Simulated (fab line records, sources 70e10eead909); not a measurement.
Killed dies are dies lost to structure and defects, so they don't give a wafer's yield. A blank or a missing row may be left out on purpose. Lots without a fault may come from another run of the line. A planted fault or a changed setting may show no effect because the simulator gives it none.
Which tool did it? | flow nand_harc | 11 lots, 33 wafers sampled, at 3 steps of a route of 1302

WHAT THE GAUGES READ, wafer by wafer
NHARC_A_BLC_CD_MEAS_10: target cd 100 nm.
lot  | measured     | on        | cd_nm (nm)
L637 | day 23 10:24 | cd_sem-01 | 100.0 99.8 100.1
L639 | day 23 10:34 | cd_sem-01 | 99.8 100.1 100.8
L640 | day 24 00:44 | cd_sem-02 | 99.8 100.1 99.8
L641 | day 24 02:55 | cd_sem-03 | 99.8 100.1 99.4
L643 | day 25 12:44 | cd_sem-02 | 100.0 100.2 100.8
L649 | day 27 14:28 | cd_sem-03 | 97.6 97.8 98.4 97.6 98.2 98.6
L654 | day 30 11:31 | cd_sem-02 | 100.4 100.2 100.3
L655 | day 30 12:40 | cd_sem-02 | 99.9 99.2 100.4
L656 | day 31 01:56 | cd_sem-01 | 99.9 100.3 100.5
L658 | day 32 13:37 | cd_sem-01 | 100.3 100.4 100.3
L659 | day 32 16:15 | cd_sem-02 | 99.9 99.7 99.5

WHICH TOOL RAN EACH LOT (tool, then ch and the chambers of the sampled wafers, then the start)
lot  | NHARC_A_CONTACT_ETCH_92            | NHARC_A_BLC_EXPOSE_07
L637 | rie_diel-11 ch 0,2,3, day 23 07:07 | arfi_scanner-02 ch 0, day 23 10:16
L639 | rie_diel-11 ch 0,1, day 23 07:18   | arfi_scanner-03 ch 0, day 23 10:25
L640 | rie_diel-11 ch 0,3, day 23 21:27   | arfi_scanner-03 ch 0, day 24 00:35
L641 | rie_diel-03 ch 1,2, day 23 23:46   | arfi_scanner-03 ch 0, day 24 02:46
L643 | rie_diel-11 ch 0,2, day 25 09:27   | arfi_scanner-02 ch 0, day 25 12:36
L649 | rie_diel-11 ch 0,1,2, day 27 10:29 | arfi_scanner-02 ch 0, day 27 14:20
L654 | rie_diel-03 ch 1,2,3, day 30 08:20 | arfi_scanner-02 ch 0, day 30 11:23
L655 | rie_diel-03 ch 1,2, day 30 09:29   | arfi_scanner-01 ch 0, day 30 12:32
L656 | rie_diel-03 ch 1,2, day 30 22:41   | arfi_scanner-02 ch 0, day 31 01:48
L658 | rie_diel-04 ch 0,3, day 32 09:16   | arfi_scanner-01 ch 0, day 32 13:29
L659 | rie_diel-03 ch 0,1,3, day 32 13:11 | arfi_scanner-01 ch 0, day 32 16:07
- NHARC_A_CONTACT_ETCH_92: etches the open film in CH3F/O2, target depth 40 nm, time 85.7 s.
- NHARC_A_BLC_EXPOSE_07: exposes mask A BLC, target cd 100 nm.

THE ANSWER, worked out from the rows above alone
Rule: what is usual is taken from the lots themselves. Put in order of their means at a reading, lots are off if they are a third of the lots or fewer, leave a main group of 4 or more, and stand apart from it by a gap of 3 or more times the standard deviation of the main group's means; of several such gaps the widest counts. A main group whose means are all the same, to the digits that the tables above print for the reading, isn't used. A lot without any number at a reading at which 4 lots or more have one is off too. The other lots that the step has rows for count as sound.
Off: L649, at NHARC_A_BLC_CD_MEAS_10 (cd_nm). The main group: mean 100.1 nm, standard deviation 0.24.
A tool fits if, at a process step before that reading, it ran every lot that is off, and no sound lot after the first of them. The gauges at NHARC_A_BLC_CD_MEAS_10 are tried like those tools. Can't be told from this: 2 tools fit, rie_diel-11 at NHARC_A_CONTACT_ETCH_92, cd_sem-03 at NHARC_A_BLC_CD_MEAS_10.

WHAT THE SIMULATOR HAD PUT IN
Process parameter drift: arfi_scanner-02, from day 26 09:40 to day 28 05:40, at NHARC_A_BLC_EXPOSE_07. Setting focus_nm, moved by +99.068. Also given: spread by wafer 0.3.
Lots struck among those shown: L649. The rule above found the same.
